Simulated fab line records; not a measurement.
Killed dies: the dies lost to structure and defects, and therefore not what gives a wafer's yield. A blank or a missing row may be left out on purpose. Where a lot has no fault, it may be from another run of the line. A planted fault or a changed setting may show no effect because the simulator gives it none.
Which tool did it? :: flow n5_finfet :: at 1 step of a route of 1938, 12 lots with 36 wafers sampled

WHAT THE GAUGES READ, wafer by wafer
N5_HKMG_FIN_OVL_MEAS_50.
lot: L075
measured: day 4 06:02
on: overlay-02
NDIPOLE_OVL (nm): 1.4 0.3 -1.1

lot: L077
measured: day 4 18:50
on: overlay-01
NDIPOLE_OVL (nm): -0.5 -0.5 -1.8

lot: L079
measured: day 5 11:47
on: overlay-01
NDIPOLE_OVL (nm): -0.9 0.5 -0.1

lot: L081
measured: day 5 18:03
on: overlay-01
NDIPOLE_OVL (nm): 0.1 -0.1 0.2

lot: L083
measured: day 6 06:35
on: overlay-02
NDIPOLE_OVL (nm): -0.4 0.7 0.2

lot: L085
measured: day 6 17:21
on: overlay-01
NDIPOLE_OVL (nm): -1.3 -1.6 -0.3

lot: L087
measured: day 7 09:26
on: overlay-02
NDIPOLE_OVL (nm): -1.8 -0.7 -0.6

lot: L089
measured: day 7 17:37
on: overlay-01
NDIPOLE_OVL (nm): -0.2 -0.8 -0.8

lot: L091
measured: day 8 04:24
on: overlay-02
NDIPOLE_OVL (nm): 0.5 -0.1 -1.4

lot: L093
measured: day 8 17:16
on: overlay-02
NDIPOLE_OVL (nm): -0.1 0.2 0.8

lot: L095
measured: day 9 09:24
on: overlay-02
NDIPOLE_OVL (nm): -0.3 0.2 -0.3

lot: L097
measured: day 9 19:56
on: overlay-02
NDIPOLE_OVL (nm): -1.1 -0.5 -0.6

WHAT TOOL EACH LOT RAN ON (gives the tool, then ch and the chambers of the sampled wafers, and finally the start)
No process step before these readings appears in the record.

THE ANSWER, worked out from the rows above alone
Rule: the usual values come from the lots themselves. Put in order of their means at a reading, lots are off if they are a third of the lots or fewer, leave a main group of 4 or more, and stand apart from it by a gap of 3 or more times the standard deviation of the main group's means; of several such gaps the widest counts. A main group is skipped when, at the precision printed for the reading in the tables above, its means are all equal. A lot without any number at a reading at which 4 lots or more have one is off too. All remaining lots with rows at the step are treated as sound.
Nothing can be told from this: no lot is off at any reading shown.

WHAT THE SIMULATOR PUT IN
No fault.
